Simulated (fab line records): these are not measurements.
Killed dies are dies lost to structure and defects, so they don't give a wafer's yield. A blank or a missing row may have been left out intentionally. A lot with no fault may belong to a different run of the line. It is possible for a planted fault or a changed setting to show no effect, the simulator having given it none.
fab line records    flow n5_finfet
[record] lots = 5  wafers = 14  last_day = 19
route steps=1938 shown BEOL_M1@782 BEOL_M4@1111
lots that met no fault: from a run of the same line without faults
start_h: hours from the record's opening day to when the first of the lot's shown wafers began    wait_h: hours since the lot's step before    " the same as in the row above    L1.1+2: several wafers, shown together as one row    - value missing, or start not given    * or withheld: withheld    < > ~ a bound
route shown NAME@n: a module of which the file shows steps, and the number in the route of the first    usual: mean/standard deviation taken from wafers without a fault    same: alike in all rows    chamber/n: place in a boat    sites: per-site readings    _std_site: their standard deviation    _edge_site: mean of outer sites minus mean of inner sites    radius_mm: for every site, how far away it sits from the centre of the wafer    mask NAME#n: copy n    behind: tool/chamber where the wafer was last shaped    hold: what put the lot on hold/how long, in hours/how the hold closed    device: the n, p or np transistor that did not switch    end of line: the same wafers' tests at the end of the route    for a step that has no rows: nothing shown but its recipe    killed: dies that structure and defects cost at the first sort, which is not the same as the wafer's yield    map: a wafer's dies, marking killed ones x, the rest . and places with no die _
set.NAME: the setting the step ran with; set.NAME@STEP: the setting that earlier step ran with    model.NAME: the simulator's own value behind a step, which no gauge read
lots seen at some steps along the route; tables by step, rows by wafer
services: a tool's chamber out of use, with start hour (start_h, from the record's first day; less than 0 if before it), hours out, and reason
[[steps]]
[step N5_BEOL_M1_SOFTBAKE_23]
[recipe] temp_c = 110  time_s = 60  resist = CAR-EUV
[step N5_BEOL_M1_EXPOSE_25]
[recipe] mask_id = V0  na = 0.33  source_shape = quasar  sigma_inner = 0.2  sigma_outer = 0.8  polarization = unpolarized  defocus_nm = 5  target_cd_nm = 24  dose_mj = 63
[step N5_BEOL_M1_PEB_26]
[recipe] peb_temp_c = 100  peb_time_s = 60  resist = CAR-EUV
[step N5_BEOL_M1_DEVELOP_27]
[recipe] develop_time_s = 30  developer = TMAH  resist = CAR-EUV  rinse_liquid = surfactant_rinse  dry = air_spin  dev_temp_c = 23
[step N5_BEOL_M1_CD_MEAS_28]
[recipe] landing_energy_ev = 500  detector = se_inlens  target_cd_y_nm = 23.3
[usual] cd_nm = 24.05/0.25
lot.wafer  tool       chamber  start_h  wait_h  cd_nm
L442.2     cd_sem-01  0        131.55   -       23.86
L442.4     "          0        "        "       24.09
L442.5     "          0        "        "       24.39
L453.1     cd_sem-01  0        198.51   -       23.85
L453.3     "          0        "        "       23.58
L453.6     "          0        "        "       23.85
L457.1     cd_sem-02  0        218.56   -       23.99
L457.3     "          0        "        "       23.72
L463.2     cd_sem-02  0        258.47   -       24.20
L463.5     "          0        "        "       24.31
L463.6     "          0        "        "       24.52
L464.2     cd_sem-01  0        267.80   -       24.20
L464.4     "          0        "        "       24.30
L464.5     "          0        "        "       24.29
[step N5_BEOL_M1_OVL_MEAS_29]
[recipe] points_per_wafer = 522
[usual] V0_OVL = 0.0/0.69
lot.wafer  tool        chamber  start_h  wait_h  V0_OVL[nm]
L442.2     overlay-02  0        131.58   0.0     1.2
L442.4     "           0        "        "       1.2
L442.5     "           0        "        "       1.2
L453.1     overlay-02  0        198.54   0.0     0.6
L453.3     "           0        "        "       0.0
L453.6     "           0        "        "       0.9
L457.1     overlay-02  0        218.59   0.0     -0.2
L457.3     "           0        "        "       -0.1
L463.2     overlay-02  0        258.50   0.0     0.3
L463.5     "           0        "        "       0.5
L463.6     "           0        "        "       1.1
L464.2     overlay-01  0        267.83   0.0     -1.0
L464.4     "           0        "        "       -1.5
L464.5     "           0        "        "       -1.9
[step N5_BEOL_M1_INSPECT_30]
[recipe] mode = adi  inspect_instrument = brightfield
[usual] raw_defect_count = 388/90
lot.wafer  tool               chamber  start_h  wait_h  raw_defect_count
L442.2     defect_inspect-02  -        131.64   0.0     463
L442.4     "                  -        "        "       541
L442.5     "                  -        "        "       605
L453.1     defect_inspect-02  -        198.60   0.1     465
L453.3     "                  -        "        "       334
L453.6     "                  -        "        "       397
L457.1     defect_inspect-01  -        218.65   0.1     416
L457.3     "                  -        "        "       299
L463.2     defect_inspect-01  -        258.56   0.0     397
L463.5     "                  -        "        "       296
L463.6     "                  -        "        "       301
L464.2     defect_inspect-02  -        267.89   0.0     314
L464.4     "                  -        "        "       293
L464.5     "                  -        "        "       292
[step N5_BEOL_M1_DESCUM_33]
[recipe] chemistry = O2  time_s = 7  source_power_w = 50  bias_power_w = 20  pressure_mtorr = 20  rf_frequency_hz = 2.712e+07  temp_c = 40  resist = CAR-EUV  o2_flow_sccm = 225
[usual] chamber_pressure_mTorr = 20.001/0.018  drypump_motor_current_A = 5.8/0.58  oes_product_au = 0.80/0.075  rf_vpp_V = 242.8/1.2  showerhead_plenum_p_Torr = 2.07/0.06  throttle_valve_pct = 20.44/0.18
lot.wafer  tool         chamber  start_h  wait_h  chamber_pressure_mTorr  drypump_motor_current_A  oes_product_au  rf_hours_counter_h  rf_vpp_V  showerhead_plenum_p_Torr  throttle_valve_pct
L442.2     rie_diel-02  2        131.81   0.2     20.009                  6.5                      0.83            63                  243.0     2.04                      20.32
L442.4     "            0        "        "       20.014                  5.4                      0.89            39                  242.7     2.13                      20.21
L442.5     "            3        "        "       20.009                  6.8                      0.83            -                   241.6     2.04                      20.78
L453.1     rie_diel-06  0        198.63   0.0     19.988                  6.5                      0.92            19                  244.2     2.15                      20.29
L453.3     "            3        "        "       19.986                  4.9                      0.73            159                 242.2     2.08                      20.46
L453.6     "            0        "        "       19.991                  6.5                      0.92            -                   243.5     2.15                      20.29
L457.1     rie_diel-06  0        218.73   0.1     20.008                  6.5                      0.90            25                  243.8     2.14                      20.31
L457.3     "            3        "        "       20.010                  4.9                      0.73            165                 242.3     2.08                      20.48
L463.2     rie_diel-06  3        258.70   0.1     19.980                  4.9                      0.72            176                 242.7     2.08                      20.50
L463.5     "            1        "        "       19.986                  6.0                      0.69            -                   244.6     2.16                      20.77
L463.6     "            2        "        "       20.007                  5.7                      0.75            -                   241.2     1.99                      20.47
L464.2     rie_diel-04  2        267.92   0.0     19.962                  5.2                      0.68            223                 241.8     1.99                      20.51
L464.4     "            3        "        "       19.976                  5.6                      0.76            152                 241.9     2.01                      20.62
L464.5     "            0        "        "       20.001                  6.0                      0.86            -                   242.0     2.04                      20.30
[step N5_BEOL_M1_ETCH_77]
[recipe] chemistry = N2/H2  target = underlayer  target_depth_a = 65  mask_material = CAR-EUV  time_s = 5.2  ion_energy_ev = 200  pressure_mtorr = 30  source_w = 840  bias_w = 150  n2_flow_sccm = 200  h2_flow_sccm = 200  ends = cleared
[usual] chamber_pressure_mTorr = 30.00/0.04  drypump_motor_current_A = 5.8/0.58  etch_rf_on_time_s = 5.21/0.16  h2_flow_sccm = 200.0/0.58  oes_product_au = 0.68/0.067  rf_vpp_V = 523.2/2.4  showerhead_plenum_p_Torr = 2.51/0.078  throttle_valve_pct = 17.88/0.2
lot.wafer  tool         chamber  start_h  wait_h  chamber_pressure_mTorr  drypump_motor_current_A  etch_rf_on_time_s  h2_flow_sccm  oes_product_au  rf_hours_counter_h  rf_vpp_V  showerhead_plenum_p_Torr  throttle_valve_pct
L442.2     rie_diel-02  2        131.84   0.0     29.99                   6.6                      5.44               200.1         0.69            63                  522.1     2.48                      17.66
L442.4     "            0        "        "       30.03                   5.4                      5.22               200.1         0.75            39                  526.7     2.59                      17.70
L442.5     "            3        "        "       29.98                   6.8                      5.15               200.0         0.71            -                   523.8     2.48                      18.33
L453.1     rie_diel-06  0        198.66   0.0     29.97                   6.5                      5.02               199.8         0.78            19                  526.2     2.60                      17.77
L453.3     "            3        "        "       29.92                   4.9                      5.48               200.3         0.62            159                 523.2     2.54                      17.95
L453.6     "            0        "        "       29.98                   6.5                      5.09               198.8         0.78            -                   525.4     2.60                      17.75
L457.1     rie_diel-06  0        218.76   0.0     29.97                   6.5                      4.97               199.3         0.77            25                  525.8     2.60                      17.76
L457.3     "            3        "        "       29.99                   4.9                      5.46               199.3         0.61            165                 523.1     2.54                      17.95
L463.2     rie_diel-06  3        258.73   0.0     29.93                   4.9                      5.52               198.8         0.60            176                 523.8     2.54                      17.95
L463.5     "            1        "        "       29.93                   6.0                      5.38               200.3         0.58            -                   526.9     2.63                      18.28
L463.6     "            2        "        "       30.00                   5.7                      5.18               200.0         0.65            -                   522.1     2.43                      18.00
L464.2     rie_diel-04  2        267.96   0.0     30.08                   5.2                      5.45               199.7         0.57            223                 520.0     2.40                      17.75
L464.4     "            3        "        "       29.98                   5.6                      5.15               200.5         0.65            152                 523.9     2.43                      17.98
L464.5     "            0        "        "       30.03                   6.0                      5.15               201.0         0.75            -                   523.2     2.47                      17.71
[step N5_BEOL_M1_ETCH_69]
[recipe] chemistry = CF4  target = SiARC  target_depth_a = 156  mask_material = CAR-EUV  time_s = 26  ion_energy_ev = 80  pressure_mtorr = 40  source_w = 545  bias_w = 36  Ar_flow_sccm = 100  cf4_flow_sccm = 100  ends = cleared
[usual] chamber_pressure_mTorr = 40.00/0.039  drypump_motor_current_A = 5.8/0.58  etch_rf_on_time_s = 26.0/0.8  oes_product_au = 0.69/0.067  rf_vpp_V = 183.8/1.1  showerhead_plenum_p_Torr = 2.12/0.057  throttle_valve_pct = 15.62/0.19
lot.wafer  tool         chamber  start_h  wait_h  chamber_pressure_mTorr  drypump_motor_current_A  etch_rf_on_time_s  oes_product_au  rf_hours_counter_h  rf_vpp_V  showerhead_plenum_p_Torr  throttle_valve_pct
L442.2     rie_diel-02  2        131.86   0.0     39.95                   6.5                      26.9               0.70            63                  184.8     2.09                      15.38
L442.4     "            0        "        "       40.07                   5.4                      26.0               0.77            39                  185.2     2.16                      15.29
L442.5     "            3        "        "       40.00                   6.8                      25.8               0.71            -                   184.6     2.08                      15.88
L453.1     rie_diel-06  0        198.68   0.0     40.00                   6.5                      25.1               0.79            19                  185.9     2.18                      15.39
L453.3     "            3        "        "       40.03                   4.9                      27.0               0.62            159                 184.9     2.14                      15.72
L453.6     "            0        "        "       40.04                   6.5                      24.9               0.78            -                   184.0     2.18                      15.38
L457.1     rie_diel-06  0        218.78   0.0     40.00                   6.4                      25.1               0.76            25                  184.1     2.18                      15.39
L457.3     "            3        "        "       39.98                   4.9                      27.0               0.62            165                 184.2     2.14                      15.74
L463.2     rie_diel-06  3        258.75   0.0     40.03                   4.9                      27.4               0.61            176                 183.8     2.14                      15.75
L463.5     "            1        "        "       40.02                   6.0                      26.6               0.59            -                   184.9     2.20                      15.98
L463.6     "            2        "        "       39.94                   5.7                      25.3               0.65            -                   182.2     2.05                      15.79
L464.2     rie_diel-04  2        267.97   0.0     39.98                   5.2                      27.4               0.57            223                 183.3     2.03                      15.75
L464.4     "            3        "        "       39.96                   5.6                      26.0               0.65            152                 183.4     2.06                      15.76
L464.5     "            0        "        "       39.95                   6.0                      26.2               0.75            -                   183.2     2.11                      15.57
[step N5_BEOL_M1_ALD_98]
[recipe] material = SiO2  target_thk_a = 25  temp_c = 100  ald_precursor_family = BDEAS  ald_co_reactant = O2-plasma  pulse_time_s = 1  co_reactant_pulse_time_s = 1  purge_time_s = 2  co_reactant_purge_time_s = 2  ald_cycles = 17  pressure_torr = 2
[usual] heater_power_w = 78/6.8  precursor_pulse_height_rel = 0.999/0.022
[same] ald_cycles = 17  purge_time_s = 2
lot.wafer  tool        chamber  start_h  wait_h  heater_power_w  precursor_pulse_height_rel
L442.2     ald_sin-03  1        131.94   0.1     83              1.010
L442.4     "           2        "        "       85              1.015
L442.5     "           3        "        "       86              0.948
L453.1     ald_sin-04  0        198.76   0.1     80              0.953
L453.3     "           2        "        "       75              0.938
L453.6     "           0        "        "       81              0.994
L457.1     ald_sin-03  3        219.69   0.9     86              1.033
L457.3     "           2        "        "       91              1.003
L463.2     ald_sin-02  0        258.83   0.1     86              0.998
L463.5     "           3        "        "       78              0.994
L463.6     "           2        "        "       81              0.998
L464.2     ald_sin-04  3        268.05   0.1     70              0.982
L464.4     "           0        "        "       79              1.007
L464.5     "           3        "        "       70              1.041
[step N5_BEOL_M1_ETCHBACK_99]
[recipe] chemistry = CHF3  target = SiO2  target_depth_a = 50  time_s = 10.4  source_w = 215  bias_w = 47  Ar_flow_sccm = 200  CHF3_flow_sccm = 12  ion_energy_ev = 100  pressure_mtorr = 30
[usual] chamber_pressure_mTorr = 29.999/0.026  drypump_motor_current_A = 5.8/0.61  oes_product_au = 0.80/0.073  rf_vpp_V = 241/4.8  showerhead_plenum_p_Torr = 2.13/0.057  throttle_valve_pct = 17.05/0.22
lot.wafer  tool         chamber  start_h  wait_h  chamber_pressure_mTorr  drypump_motor_current_A  oes_product_au  rf_hours_counter_h  rf_vpp_V  showerhead_plenum_p_Torr  throttle_valve_pct
L442.2     rie_diel-02  1        147.15   15.2    30.042                  6.4                      0.76            151                 244       2.23                      16.71
L442.4     "            2        "        "       29.988                  6.5                      0.81            67                  233       2.10                      16.93
L442.5     "            3        "        "       30.003                  6.8                      0.83            -                   245       2.09                      17.38
L453.1     rie_diel-06  2        204.97   6.2     30.010                  5.7                      0.77            144                 230       2.05                      17.15
L453.3     "            3        "        "       29.965                  4.9                      0.73            161                 246       2.16                      17.20
L453.6     "            3        "        "       29.980                  5.0                      0.72            -                   245       2.16                      17.21
L457.1     rie_diel-06  1        221.01   1.3     29.998                  6.0                      0.69            207                 241       2.21                      17.35
L457.3     "            3        "        "       29.984                  4.9                      0.72            166                 248       2.16                      17.23
L463.2     rie_diel-04  1        262.01   3.1     30.001                  5.1                      0.85            61                  242       2.17                      17.07
L463.5     "            0        "        "       30.012                  6.0                      0.88            -                   244       2.11                      17.00
L463.6     "            3        "        "       30.021                  5.6                      0.77            -                   237       2.06                      17.20
L464.2     rie_diel-04  3        268.69   0.6     29.996                  5.6                      0.77            152                 236       2.06                      17.19
L464.4     "            1        "        "       29.998                  5.1                      0.84            64                  241       2.17                      17.08
L464.5     "            2        "        "       29.983                  5.2                      0.68            -                   241       2.03                      17.17
[step N5_BEOL_M1_ETCH_70]
[recipe] chemistry = N2/H2  target = SOC  target_depth_a = 800  overetch_a = 160  mask_material = SiARC  temp_c = 40  time_s = 120  ion_energy_ev = 200  pressure_mtorr = 30  source_w = 840  bias_w = 150  n2_flow_sccm = 200  h2_flow_sccm = 200
[usual] chamber_pressure_mTorr = 30.002/0.026  drypump_motor_current_A = 5.9/0.61  h2_flow_sccm = 199.9/0.56  oes_product_au = 0.62/0.05  rf_vpp_V = 523.3/2.2  showerhead_plenum_p_Torr = 2.52/0.078  throttle_valve_pct = 17.85/0.23
lot.wafer  tool         chamber  start_h  wait_h  chamber_pressure_mTorr  drypump_motor_current_A  h2_flow_sccm  oes_product_au  rf_hours_counter_h  rf_vpp_V  showerhead_plenum_p_Torr  throttle_valve_pct  model.SiARC_of_BEOL_M1_COAT_68.thk_nm
L442.2     rie_diel-02  1        147.19   0.0     29.982                  6.4                      199.9         0.57            151                 526.8     2.66                      17.61               6
L442.4     "            2        "        "       30.009                  6.6                      199.5         0.63            67                  523.3     2.47                      17.64               6.8
L442.5     "            3        "        "       29.966                  6.8                      201.7         0.63            -                   521.5     2.48                      18.29               6.2
L453.1     rie_diel-06  2        205.00   0.0     29.961                  5.7                      200.3         0.59            144                 520.2     2.44                      17.95               6.4
L453.3     "            3        "        "       30.072                  4.9                      199.9         0.57            161                 524.2     2.54                      17.92               6.6
L453.6     "            3        "        "       29.987                  4.9                      199.4         0.57            -                   525.3     2.54                      17.92               6.6
L457.1     rie_diel-06  1        221.04   0.0     29.965                  6.0                      199.6         0.55            207                 525.7     2.63                      18.20               6.6
L457.3     "            3        "        "       30.016                  4.9                      199.9         0.56            166                 524.2     2.54                      17.91               4.2
L463.2     rie_diel-04  1        262.04   0.0     30.011                  5.2                      199.9         0.64            61                  525.5     2.57                      17.84               6.2
L463.5     "            0        "        "       30.006                  6.0                      199.5         0.68            -                   521.8     2.47                      17.68               6.2
L463.6     "            3        "        "       30.007                  5.6                      199.7         0.58            -                   521.2     2.43                      17.93               6.4
L464.2     rie_diel-04  3        268.73   0.0     29.993                  5.6                      199.4         0.59            152                 521.2     2.43                      17.93               6.4
L464.4     "            1        "        "       30.033                  5.1                      200.2         0.64            64                  524.1     2.57                      17.85               6.2
L464.5     "            2        "        "       30.019                  5.2                      199.3         0.53            -                   519.4     2.40                      17.72               6.6
[step N5_BEOL_M1_STRIP_71]
[recipe] chemistry = N2/H2  temp_c = 40  n2_flow_sccm = 200  h2_flow_sccm = 200  rf_frequency_hz = 6e+07
[step N5_BEOL_M1_STRIP_78]
[recipe] chemistry = N2/H2  temp_c = 40  n2_flow_sccm = 200  h2_flow_sccm = 200  rf_frequency_hz = 6e+07
[step N5_BEOL_M1_VIA_ETCH_34]
[recipe] chemistry = C4F6/O2  target_depth_a = 678  mask_material = SOC  pressure_mtorr = 15  ion_energy_ev = 250  taper_deg = 4  time_s = 64.4  source_w = 350  bias_w = 170  Ar_flow_sccm = 300  C4F6_flow_sccm = 10  O2_flow_sccm = 10
[usual] chamber_pressure_mTorr = 15.001/0.018  drypump_motor_current_A = 5.8/0.61  oes_product_au = 0.81/0.073  rf_vpp_V = 666/12  showerhead_plenum_p_Torr = 2.81/0.073  throttle_valve_pct = 30.67/0.29
lot.wafer  tool         chamber  start_h  wait_h  chamber_pressure_mTorr  drypump_motor_current_A  oes_product_au  rf_hours_counter_h  rf_vpp_V  showerhead_plenum_p_Torr  throttle_valve_pct  model.BEOL_M1.cd_nm
L442.2     rie_diel-02  1        147.29   0.0     15.018                  6.4                      0.77            151                 675       2.94                      30.12               18.2
L442.4     "            2        "        "       15.008                  6.5                      0.81            67                  646       2.78                      30.84               18.2
L442.5     "            3        "        "       14.990                  6.8                      0.83            -                   676       2.77                      31.14               18
L453.1     rie_diel-06  2        205.10   0.0     14.976                  5.7                      0.77            144                 642       2.71                      30.58               18.4
L453.3     "            3        "        "       14.985                  4.9                      0.73            161                 682       2.85                      30.91               18
L453.6     "            3        "        "       15.006                  4.9                      0.74            -                   681       2.85                      30.91               17.8
L457.1     rie_diel-06  1        221.14   0.0     14.994                  6.0                      0.70            207                 664       2.92                      30.90               17.4
L457.3     "            3        "        "       15.020                  4.9                      0.73            166                 682       2.85                      30.91               19
L463.2     rie_diel-04  1        262.14   0.0     15.016                  5.2                      0.84            61                  669       2.86                      30.61               18.6
L463.5     "            0        "        "       15.016                  6.0                      0.87            -                   676       2.79                      30.71               18.2
L463.6     "            3        "        "       14.992                  5.6                      0.77            -                   657       2.73                      30.79               18.6
L464.2     rie_diel-04  3        268.83   0.0     14.978                  5.6                      0.76            152                 657       2.73                      30.79               18.4
L464.4     "            1        "        "       15.011                  5.1                      0.85            64                  667       2.86                      30.62               18.2
L464.5     "            2        "        "       14.993                  5.2                      0.68            -                   661       2.69                      30.55               18
[step N5_BEOL_M1_STRIP_83]
[recipe] chemistry = C4F6/O2  resist = SiARC  rf_frequency_hz = 6e+07
[step N5_BEOL_M4_RC_MEAS_101]
[usual] DIBL_N = 36.1/1.6  DIBL_P = 35.8/2  IOFF_N = 0.157/0.029  IOFF_P = 0.21/0.034  ION_N = 677/13  ION_P = 465/8.1  SS_N = 71.3/0.61  SS_P = 73.2/0.65  VT_N = 249/3.3  VT_P = -250/3.2
lot.wafer  tool       chamber  start_h  wait_h  DIBL_N[mV/V]  DIBL_P[mV/V]  IOFF_N[nA/um]  IOFF_P[nA/um]  ION_N[uA/um]  ION_P[uA/um]  SS_N[mV/dec]  SS_P[mV/dec]  VT_N[mV]  VT_P[mV]
L442.2     prober-02  0        209.13   0.2     37.6          35.6          0.162          0.21           662           454           71.2          73.3          253       -250
L442.4     "          0        "        "       37.5          36.0          0.168          0.22           680           465           71.5          72.8          250       -248
L442.5     "          0        "        "       35.7          34.0          0.127          0.18           668           461           70.8          71.6          254       -252
L453.1     prober-02  0        274.88   0.0     36.0          37.3          0.165          0.24           682           478           71.3          72.7          246       -250
L453.3     "          0        "        "       36.8          38.0          0.177          0.23           695           480           72.0          73.9          246       -249
L453.6     "          0        "        "       36.3          37.4          0.163          0.22           697           475           71.8          72.5          249       -250
L457.1     prober-01  0        292.55   0.3     33.9          34.0          0.114          0.19           666           461           70.4          73.0          253       -250
L457.3     "          0        "        "       34.4          33.8          0.117          0.19           648           455           70.5          72.2          256       -249
L463.2     prober-02  0        325.20   0.2     37.3          37.2          0.184          0.22           698           470           71.4          73.0          246       -250
L463.5     "          0        "        "       38.0          39.4          0.208          0.25           702           473           72.0          73.4          241       -247
L463.6     "          0        "        "       35.3          35.0          0.158          0.19           687           474           70.7          73.2          249       -251
L464.2     prober-02  0        343.03   0.2     35.9          36.7          0.147          0.21           685           471           71.3          73.1          250       -250
L464.4     "          0        "        "       38.2          38.1          0.184          0.24           670           463           72.7          73.7          249       -249
L464.5     "          0        "        "       37.3          37.2          0.166          0.23           687           472           71.2          74.0          250       -248
[[services]]
tool         chamber  start_h  hours  kind
rie_diel-06  0        116.68   -      clean
rie_diel-06  0        116.68   -      consumable_replace:focus_ring
rie_diel-06  0        116.68   24.2   scheduled_down
rie_diel-06  0        116.68   24.2   vent_cycle
rie_diel-02  3        119.82   11.3   repair
rie_diel-02  -        136.73   2.7    repair
rie_diel-04  -        153.50   0.6    repair
rie_diel-06  1        160.12   7.3    repair
ald_sin-04   -        177.45   14.0   pm
ald_sin-04   0        177.45   14.0   vent_cycle
ald_sin-04   1        177.45   14.0   vent_cycle
ald_sin-04   2        177.45   14.0   vent_cycle
ald_sin-04   3        177.45   14.0   vent_cycle
rie_diel-02  2        188.45   8.4    repair
ald_sin-04   0        191.45   -      clean
rie_diel-06  1        198.28   9.6    repair
ald_sin-03   1        198.63   5.4    repair
rie_diel-04  -        216.50   0.6    repair
ald_sin-03   3        216.99   2.3    repair
ald_sin-02   1        226.33   3.8    repair
rie_diel-02  1        227.08   8.1    repair
ald_sin-03   3        228.90   1.7    repair
ald_sin-02   0        229.96   4.1    repair
rie_diel-04  1        232.09   5.6    repair
[[key]]
first_sign none at tools or gauges
[model_effect] step = N5_BEOL_M1_ETCH_70  value = SiARC_of_BEOL_M1_COAT_68.thk_nm  without = 6.6  struck = 4.2
[model_effect] step = N5_BEOL_M1_VIA_ETCH_34  value = BEOL_M1.cd_nm  without = 18  struck = 19
met_at N5_BEOL_M1_ETCH_70
struck_wafers L457.3
onset_between 205.00 221.04
[fault] kind = process_parameter_drift  tool = rie_diel-06  chamber = -  onset_h = 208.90  steps = N5_BEOL_M1_ETCH_70  channel = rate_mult  offset = 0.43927  shape = step  end_h = 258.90  scope = struck_wafers_only
